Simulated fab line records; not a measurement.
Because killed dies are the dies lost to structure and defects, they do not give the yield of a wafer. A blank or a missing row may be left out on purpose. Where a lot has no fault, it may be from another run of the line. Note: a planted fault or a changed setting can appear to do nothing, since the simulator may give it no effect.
fab line records -- flow n5Finfet
record lots=5, wafers=15, lastDay=17
route steps=1938 shown BEOL_M0_SAQP@655 BEOL_M4@1111
lots untouched by any fault: they come from a run of this same line in which no faults occurred
startH: start of the lot's first displayed wafer, in hours after the record's first day -- waitH: hours from the lot's prior step to this one -- " as in the row above -- L1.1+2: a single row standing in for several wafers -- - no value, or no start was given -- * or withheld: withheld -- < > ~ a bound
route shown NAME@n: names a module that has steps shown in the file, with the first one's number in the route -- usual: average and standard deviation across the fault-free wafers -- same: alike in all rows -- chamber/n: place in a boat -- sites: the reading at each site -- _std_site: the standard deviation of these -- _edge_site: mean of outer sites minus mean of inner sites -- radiusMm: how far each site lies from the wafer's centre -- mask NAME#n: copy n -- behind: the last tool/chamber to shape the wafer -- hold: why the lot went on hold/how many hours it stayed there/how the hold came to an end -- device: transistor that didn't switch, given as n, p or np -- end of line: the tests these same wafers got at the end of their route -- a step with no rows: only its recipe -- killed: the dies lost at the first sort to structure and to defects; this is not the yield of the wafer -- map: a wafer's dies, marking killed ones x, the rest . and places with no die _
set.NAME: the setting that was run; set.NAME@STEP: the one run at that earlier step -- model.NAME: the simulator's own value behind a step, which no gauge read
lots seen at some steps along the route; tables by step, rows by wafer
services: when a tool's chamber went out of use (startH, in hours from the record's first day, below 0 if earlier), for how many hours, and the reason
## steps
# step N5_BEOL_M0_SAQP_STRIP_80
# recipe chemistry=N2/H2, tempC=40, n2FlowSccm=200, h2FlowSccm=200, rfFrequencyHz=6e+07
# step N5_BEOL_M0_SAQP_HM_OPEN_112
# recipe chemistry=CHF3/O2, target=SiO2, stopOn=a-Si, targetDepthA=120, overEtchFrac=1.25, maskMaterial=SOC, timeS=13.5, pressureMtorr=30, sourceW=650, biasW=170, Ar_flow_sccm=200, CHF3_flow_sccm=50, O2_flow_sccm=5, ionEnergyEv=200, ends=endPoint
# usual drypumpMotorCurrentA=5.8/0.44, oesProductAu=0.53/0.04, rfVppV=520/11, showerheadPlenumPTorr=2.42/0.07, throttleValvePct=18.80/0.16
lot.wafer,tool,chamber,startH,waitH,drypumpMotorCurrentA,oesProductAu,rfHoursCounterH,rfVppV,showerheadPlenumPTorr,throttleValvePct
L213.3,rieDiel-05,3,118.22,0.0,6.2,0.48,202,507,2.47,18.75
L213.4,rieDiel-05,1,118.22,0.0,6.1,0.54,89,519,2.35,18.92
L213.6,rieDiel-05,2,118.22,0.0,5.3,0.53,-,541,2.43,18.95
L214.4,rieDiel-05,3,127.49,0.0,6.2,0.48,-,508,2.47,18.75
L214.5,rieDiel-05,2,127.49,0.0,5.3,0.53,-,542,2.43,18.97
L214.6,rieDiel-05,3,127.49,0.0,6.2,0.48,-,508,2.47,18.77
L218.2,rieDiel-05,1,155.19,0.0,6.1,0.52,100,521,2.35,18.94
L218.4,rieDiel-05,2,155.19,0.0,5.3,0.53,101,543,2.42,18.97
L218.5,rieDiel-05,1,155.19,0.0,6.1,0.53,-,520,2.35,18.95
L230.3,rieDiel-04,3,220.07,0.0,5.7,0.60,10,528,2.56,18.60
L230.4,rieDiel-04,2,220.07,0.0,5.6,0.56,25,534,2.56,18.52
L230.6,rieDiel-04,0,220.07,0.0,5.1,0.48,-,510,2.41,18.84
L233.1,rieDiel-05,2,237.23,0.0,5.3,0.50,125,541,2.41,19.00
L233.3,rieDiel-05,1,237.23,0.0,6.1,0.51,127,518,2.34,18.99
L233.4,rieDiel-05,0,237.23,0.0,5.9,0.60,27,533,2.45,18.76
# step N5_BEOL_M0_SAQP_STRIP_113
# recipe chemistry=CHF3/O2, resist=SiARC, rfFrequencyHz=6e+07
# step N5_BEOL_M0_SAQP_MANDREL_ETCH_20
# recipe targetDepthA=600, chemistry=HBr/Cl2, target=a-Si, stopOn=SiNx, btTimeS=10, maskMaterial=SOC, overEtchFrac=0.5, timeS=30, pressureMtorr=10, icpW=800, biasW=75, HBr_flow_sccm=150, Cl2_flow_sccm=80, ends=endPoint
# step N5_BEOL_M0_SAQP_STRIP_86
# recipe chemistry=N2/H2, powerW=500, tempC=40, pressureMtorr=50, rfFrequencyHz=6e+07, overashFraction=0.3, biasPowerW=28, h2Frac=0.5, n2FlowSccm=300, h2FlowSccm=300
# usual drypumpMotorCurrentA=5.8/0.4, oesProductAu=0.81/0.076, rfVppV=122.1/1.5, showerheadPlenumPTorr=3.38/0.12, throttleValvePct=18.83/0.28
lot.wafer,tool,chamber,startH,waitH,drypumpMotorCurrentA,oesProductAu,rfHoursCounterH,rfVppV,showerheadPlenumPTorr,throttleValvePct
L213.3,rieDiel-05,1,118.40,0.1,6.1,0.80,89,121.6,3.25,18.76
L213.4,rieDiel-05,3,118.40,0.1,6.2,0.72,202,124.0,3.46,19.10
L213.6,rieDiel-05,3,118.40,0.1,6.2,0.73,-,124.3,3.46,19.10
L214.4,rieDiel-04,1,127.71,0.1,5.9,0.90,-,122.1,3.56,18.83
L214.5,rieDiel-04,3,127.71,0.1,5.7,0.70,-,121.8,3.16,18.80
L214.6,rieDiel-04,0,127.71,0.1,5.1,0.79,-,121.2,3.34,18.53
L218.2,rieDiel-04,2,155.37,0.1,5.6,0.96,3,126.2,3.57,18.15
L218.4,rieDiel-04,1,155.37,0.1,5.8,0.89,40,122.8,3.56,18.83
L218.5,rieDiel-04,3,155.37,0.1,5.7,0.69,-,118.6,3.16,18.80
L230.3,rieDiel-05,1,220.25,0.1,6.1,0.77,121,119.0,3.23,18.81
L230.4,rieDiel-05,3,220.25,0.1,6.2,0.71,236,123.5,3.45,19.13
L230.6,rieDiel-05,0,220.25,0.1,5.9,0.91,-,123.9,3.43,19.10
L233.1,rieDiel-01,3,237.58,0.2,6.0,0.78,171,122.0,3.34,18.44
L233.3,rieDiel-01,1,237.58,0.2,6.4,0.82,83,119.7,3.27,18.97
L233.4,rieDiel-01,1,237.58,0.2,6.4,0.84,-,121.6,3.27,18.94
# step N5_BEOL_M0_SAQP_STRIP_115
# recipe chemistry=postEtchResidueRemover, timeS=60, tempC=25, removerPh=withheld, removerWaterWtPct=withheld, removerFluorideWtPct=withheld
# step N5_BEOL_M0_SAQP_SRD_93
# recipe dry=ipaMarangoni, timeS=30, tempC=23, rinseLiquid=diw
# step N5_BEOL_M0_SAQP_RECESS_114
# recipe chemistry=HF/NH3, target=SiO2, targetDepthA=144, afsCycles=3, tempC=30, sublimationTempC=180, sublimationTimeS=60
# usual drypumpMotorCurrentA=5.41/0.13, sublimationTempC=180.00/0.16
lot.wafer,tool,chamber,startH,waitH,drypumpMotorCurrentA,sublimationTempC
L213.3,vaporEtch-02,0,118.84,0.3,5.48,179.94
L213.4,vaporEtch-02,1,118.84,0.3,5.31,180.02
L213.6,vaporEtch-02,0,118.84,0.3,5.48,179.97
L214.4,vaporEtch-02,0,127.94,0.1,5.51,179.97
L214.5,vaporEtch-02,1,127.94,0.1,5.29,179.94
L214.6,vaporEtch-02,0,127.94,0.1,5.52,179.80
L218.2,vaporEtch-02,1,155.50,0.0,5.32,179.96
L218.4,vaporEtch-02,1,155.50,0.0,5.31,180.00
L218.5,vaporEtch-02,1,155.50,0.0,5.29,179.97
L230.3,vaporEtch-02,0,220.50,0.1,5.50,180.01
L230.4,vaporEtch-02,1,220.50,0.1,5.31,179.82
L230.6,vaporEtch-02,1,220.50,0.1,5.30,179.62
L233.1,vaporEtch-02,0,237.71,0.0,5.50,180.00
L233.3,vaporEtch-02,0,237.71,0.0,5.51,180.12
L233.4,vaporEtch-02,1,237.71,0.0,5.30,180.04
# step N5_BEOL_M0_SAQP_SPACER1_ALD_98
# recipe material=SiO2, targetThkA=128, tempC=300, aldPrecursorFamily=BDEAS, aldCoReactant=O2-plasma, pulseTimeS=1, purgeTimeS=2, coReactantPurgeTimeS=2, aldCycles=138, pressureTorr=2
# usual heaterPowerW=470/58, precursorPulseHeightRel=1.001/0.02
lot.wafer,tool,chamber,startH,waitH,heaterPowerW,precursorPulseHeightRel,sinceWetCleanH
L213.3,aldSin-02,3,119.10,0.1,489,1.003,217
L213.4,aldSin-02,1,119.10,0.1,477,1.064,217
L213.6,aldSin-02,0,119.10,0.1,579,0.999,-
L214.4,aldSin-03,3,128.21,0.1,462,0.996,121
L214.5,aldSin-03,2,128.21,0.1,373,0.995,-
L214.6,aldSin-03,3,128.21,0.1,454,0.995,-
L218.2,aldSin-01,2,155.88,0.3,440,1.025,56
L218.4,aldSin-01,0,155.88,0.3,438,1.002,56
L218.5,aldSin-01,0,155.88,0.3,446,0.981,-
L230.3,aldSin-02,1,220.77,0.1,456,0.998,319
L230.4,aldSin-02,2,220.77,0.1,501,1.031,319
L230.6,aldSin-02,0,220.77,0.1,563,0.998,-
L233.1,aldSin-03,2,238.09,0.3,388,0.999,230
L233.3,aldSin-03,1,238.09,0.3,333,0.996,230
L233.4,aldSin-03,0,238.09,0.3,575,1.008,230
# step N5_BEOL_M0_SAQP_SPACER1_ETCHBACK_99
# recipe chemistry=CHF3/O2, mode=anisotropicEtchback, target=SiO2, targetDepthA=154, timeS=7.7, pressureMtorr=30, sourceW=650, biasW=170, Ar_flow_sccm=200, CHF3_flow_sccm=50, O2_flow_sccm=5, ionEnergyEv=200
# step N5_BEOL_M0_SAQP_MANDREL1_REMOVE_100
# recipe chemistry=HBr/Cl2/O2, btTimeS=10, target=a-Si, stopOn=SiNx, endpoint=OES-SiCl, overEtchFrac=0.85, icpW=600, biasW=30, HBr_flow_sccm=150, Cl2_flow_sccm=80, O2_flow_sccm=5, pressureMtorr=10
# usual drypumpMotorCurrentA=5.8/0.47, oesProductAu=1.006/0.013, throttleValvePct=36.53/0.28
# same btTimeS=10
lot.wafer,tool,chamber,startH,waitH,drypumpMotorCurrentA,oesProductAu,rfHoursCounterH,throttleValvePct
L213.3,rieSi-03,2,119.67,0.1,5.1,1.001,91,36.55
L213.4,rieSi-03,1,119.67,0.1,5.4,1.004,187,36.12
L213.6,rieSi-03,3,119.67,0.1,6.2,1.024,-,36.51
L214.4,rieSi-01,0,128.80,0.1,5.3,0.994,135,36.43
L214.5,rieSi-01,0,128.80,0.1,5.3,1.009,-,36.44
L214.6,rieSi-01,1,128.80,0.1,6.5,0.999,-,36.49
L218.2,rieSi-03,0,156.45,0.1,5.8,1.027,99,36.80
L218.4,rieSi-03,2,156.45,0.1,5.0,0.996,91,36.55
L218.5,rieSi-03,0,156.45,0.1,5.7,1.022,-,36.79
L230.3,rieSi-03,2,221.33,0.1,5.0,1.000,93,36.56
L230.4,rieSi-03,0,221.33,0.1,5.7,1.018,-,36.80
L230.6,rieSi-03,3,221.33,0.1,6.3,1.025,-,36.51
L233.1,rieSi-03,3,238.66,0.1,6.2,1.013,3,36.51
L233.3,rieSi-03,2,238.66,0.1,5.0,1.004,93,36.55
L233.4,rieSi-03,0,238.66,0.1,5.7,1.022,-,36.78
# step N5_BEOL_M0_SAQP_CD_MEAS_25
# recipe targetCdNm=13.1, landingEnergyEv=1000, detector=seInlens
# usual cdNm=12.82/0.23
# same landingEnergyEv=1000
lot.wafer,tool,chamber,startH,waitH,cdNm
L213.3,cdSem-03,0,119.78,0.1,12.71
L213.4,cdSem-03,0,119.78,0.1,13.13
L213.6,cdSem-03,0,119.78,0.1,12.93
L214.4,cdSem-03,0,128.92,0.1,12.65
L214.5,cdSem-03,0,128.92,0.1,13.00
L214.6,cdSem-03,0,128.92,0.1,12.51
L218.2,cdSem-02,0,156.57,0.1,12.94
L218.4,cdSem-02,0,156.57,0.1,13.05
L218.5,cdSem-02,0,156.57,0.1,12.72
L230.3,cdSem-03,0,221.44,0.1,12.82
L230.4,cdSem-03,0,221.44,0.1,12.85
L230.6,cdSem-03,0,221.44,0.1,12.63
L233.1,cdSem-01,0,238.77,0.1,12.82
L233.3,cdSem-01,0,238.77,0.1,12.93
L233.4,cdSem-01,0,238.77,0.1,13.27
# step N5_BEOL_M0_SAQP_ETCH_101
# recipe chemistry=CH3F/O2, target=SiNx, maskMaterial=SiO2, targetDepthA=299, timeS=42.7, pressureMtorr=30, sourceW=395, biasW=73, Ar_flow_sccm=150, CH3F_flow_sccm=30, O2_flow_sccm=20, ionEnergyEv=120
# usual drypumpMotorCurrentA=5.8/0.42, oesProductAu=0.79/0.074, rfVppV=297/7.2, showerheadPlenumPTorr=2.00/0.06, throttleValvePct=16.37/0.15
lot.wafer,tool,chamber,startH,waitH,drypumpMotorCurrentA,oesProductAu,rfHoursCounterH,rfVppV,showerheadPlenumPTorr,throttleValvePct,model.etch.depthNm
L213.3,rieDiel-05,0,119.81,0.0,6.0,0.67,248,303,2.05,16.63,28.54
L213.4,rieDiel-05,2,119.81,0.0,5.3,0.81,88,307,2.01,16.45,29.8
L213.6,rieDiel-05,0,119.81,0.0,6.0,0.67,-,301,2.05,16.63,28.51
L214.4,rieDiel-05,3,129.04,0.1,6.2,0.72,-,289,2.05,16.32,29.82
L214.5,rieDiel-05,2,129.04,0.1,5.3,0.81,-,308,2.01,16.46,29.82
L214.6,rieDiel-05,3,129.04,0.1,6.2,0.72,-,287,2.05,16.32,29.92
L218.2,rieDiel-05,0,156.60,0.0,5.9,0.98,1,301,2.05,16.19,29.38
L218.4,rieDiel-05,3,156.60,0.0,6.2,0.72,216,287,2.05,16.38,30.04
L218.5,rieDiel-05,2,156.60,0.0,5.3,0.68,-,307,2.01,16.46,23.41
L230.3,rieDiel-01,1,221.48,0.0,6.3,0.82,76,289,1.95,16.12,30.2
L230.4,rieDiel-01,3,221.48,0.0,6.0,0.77,-,296,2.01,16.37,29.89
L230.6,rieDiel-01,1,221.48,0.0,6.3,0.82,-,289,1.95,16.09,30.05
L233.1,rieDiel-05,2,238.81,0.0,5.3,0.78,126,309,2.00,16.54,29.98
L233.3,rieDiel-05,3,238.81,0.0,6.2,0.71,241,288,2.04,16.41,29.9
L233.4,rieDiel-05,0,238.81,0.0,5.9,0.89,27,300,2.04,16.24,29.11
# step N5_BEOL_M0_SAQP_ETCH_102
# recipe chemistry=CF4, target=SiO2, targetDepthA=40, ionEnergyEv=350, timeS=4.4, pressureMtorr=10, icpW=800, biasW=400, cf4FlowSccm=80
# usual drypumpMotorCurrentA=5.8/0.52, oesProductAu=1.002/0.013, throttleValvePct=21.71/0.24
lot.wafer,tool,chamber,startH,waitH,drypumpMotorCurrentA,oesProductAu,rfHoursCounterH,throttleValvePct
L213.3,rieSi-02,2,119.93,0.1,5.7,0.990,104,21.82
L213.4,rieSi-02,1,119.93,0.1,5.3,0.986,195,21.99
L213.6,rieSi-02,2,119.93,0.1,5.7,0.987,-,21.80
L214.4,rieSi-03,0,129.14,0.1,5.7,1.006,98,21.97
L214.5,rieSi-03,2,129.14,0.1,5.0,1.010,-,21.70
L214.6,rieSi-03,1,129.14,0.1,5.4,0.993,-,21.41
L218.2,rieSi-01,0,156.71,0.1,5.3,0.999,136,21.67
L218.4,rieSi-01,1,156.71,0.1,6.5,0.988,87,21.59
L218.5,rieSi-01,3,156.71,0.1,6.7,0.855,-,22.01
L230.3,rieSi-01,1,221.58,0.1,6.4,0.985,88,21.59
L230.4,rieSi-01,0,221.58,0.1,5.3,1.005,137,21.67
L230.6,rieSi-01,0,221.58,0.1,5.3,0.992,-,21.68
L233.1,rieSi-01,0,238.91,0.1,5.3,0.987,138,21.67
L233.3,rieSi-01,3,238.91,0.1,6.7,1.003,33,22.04
L233.4,rieSi-01,1,238.91,0.1,6.5,0.986,89,21.61
# step N5_BEOL_M0_SAQP_MANDREL_ETCH_103
# recipe chemistry=HBr/Cl2, target=a-Si, targetDepthA=450, btTimeS=10, stopOn=SiCN, maskMaterial=SiO2, overEtchFrac=0.8, timeS=27, pressureMtorr=10, icpW=800, biasW=75, HBr_flow_sccm=150, Cl2_flow_sccm=80, ends=endPoint
# step N5_BEOL_M4_RC_MEAS_101
# usual DIBL_N=36.5/1.7, DIBL_P=36.3/2.1, IOFF_N=0.16/0.036, IOFF_P=0.21/0.037, ION_N=676/12, ION_P=462/7.6, SS_N=71.5/0.68, SS_P=73.3/0.63, VT_N=249/3.5, VT_P=-250/3.5
lot.wafer,tool,chamber,startH,waitH,DIBL_N[mV/V],DIBL_P[mV/V],IOFF_N[nA/um],IOFF_P[nA/um],ION_N[uA/um],ION_P[uA/um],SS_N[mV/dec],SS_P[mV/dec],VT_N[mV],VT_P[mV]
L213.3,prober-02,0,179.26,0.3,36.5,37.7,0.16,0.18,678,451,71.6,73.4,252,-253
L213.4,prober-02,0,179.26,0.3,39.6,40.6,0.20,0.22,686,463,72.3,74.4,246,-253
L213.6,prober-02,0,179.26,0.3,38.2,39.9,0.20,0.21,687,460,72.0,74.4,248,-253
L214.4,prober-02,0,190.31,0.5,37.0,36.1,0.17,0.24,683,467,71.5,73.7,247,-245
L214.5,prober-02,0,190.31,0.5,37.4,36.1,0.19,0.25,686,472,72.0,73.9,247,-245
L214.6,prober-02,0,190.31,0.5,36.1,35.0,0.15,0.22,670,464,72.0,73.3,248,-249
L218.2,prober-01,0,219.90,0.2,36.2,36.0,0.16,0.21,663,460,72.8,72.9,251,-248
L218.4,prober-01,0,219.90,0.2,37.3,38.8,0.18,0.26,674,468,72.2,73.1,248,-244
L218.5,prober-01,0,219.90,0.2,34.9,36.4,0.14,0.21,670,461,72.1,72.9,253,-246
L230.3,prober-01,0,284.71,0.5,36.2,35.5,0.14,0.17,675,454,71.0,73.0,253,-256
L230.4,prober-01,0,284.71,0.5,38.5,38.5,0.17,0.21,672,457,72.2,73.7,250,-253
L230.6,prober-01,0,284.71,0.5,38.8,38.3,0.19,0.20,680,457,72.1,74.6,249,-255
L233.1,prober-02,0,310.71,0.0,36.5,37.3,0.16,0.23,685,476,71.7,73.9,247,-249
L233.3,prober-02,0,310.71,0.0,34.3,33.8,0.12,0.19,667,466,70.7,73.0,253,-250
L233.4,prober-02,0,310.71,0.0,37.0,35.8,0.15,0.21,676,469,71.6,72.9,250,-248
## services
tool,chamber,startH,hours,kind
aldSin-02,-,95.70,6.0,pm
rieDiel-01,-,98.51,2.8,pm
aldSin-03,-,111.26,6.0,pm
rieDiel-01,3,111.79,13.2,repair
rieDiel-05,0,123.19,-,clean
rieDiel-05,0,123.19,-,consumableReplace:focusRing
aldSin-02,3,123.38,3.3,repair
rieDiel-01,0,123.46,131.8,repair
rieDiel-05,1,126.84,5.4,repair
rieSi-02,1,129.08,9.9,repair
aldSin-02,-,140.54,0.7,repair
rieSi-01,3,150.60,4.7,repair
rieSi-03,1,152.82,1.6,repair
rieDiel-01,3,154.67,14.1,repair
rieSi-02,2,180.45,3.1,repair
rieSi-03,1,191.32,4.3,repair
rieSi-03,0,198.88,9.0,repair
rieDiel-04,0,202.29,6.5,repair
rieDiel-05,2,205.97,1.6,repair
aldSin-02,-,212.74,1.2,repair
rieDiel-05,-,216.89,0.8,repair
rieSi-02,-,222.04,28.1,pm
vaporEtch-02,-,229.53,0.1,repair
rieDiel-04,2,233.69,4.1,repair
## key
firstSign step=N5_BEOL_M0_SAQP_ETCH_102, reading=oesProductAu, direction=down, sigmas=11, usual=1.002, struck=0.855
effect none on later readings
modelEffect step=N5_BEOL_M0_SAQP_ETCH_101, value=etch.depthNm, without=30.08, struck=23.41
metAt N5_BEOL_M0_SAQP_ETCH_101
struckWafers L218.5
onsetBetween 129.04 156.60
fault kind=processParameterDrift, tool=rieDiel-05, chamber=-, onsetH=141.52, steps=N5_BEOL_M0_SAQP_ETCH_101, channel=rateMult, offset=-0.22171, shape=step, endH=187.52, scope=struckWafersOnly
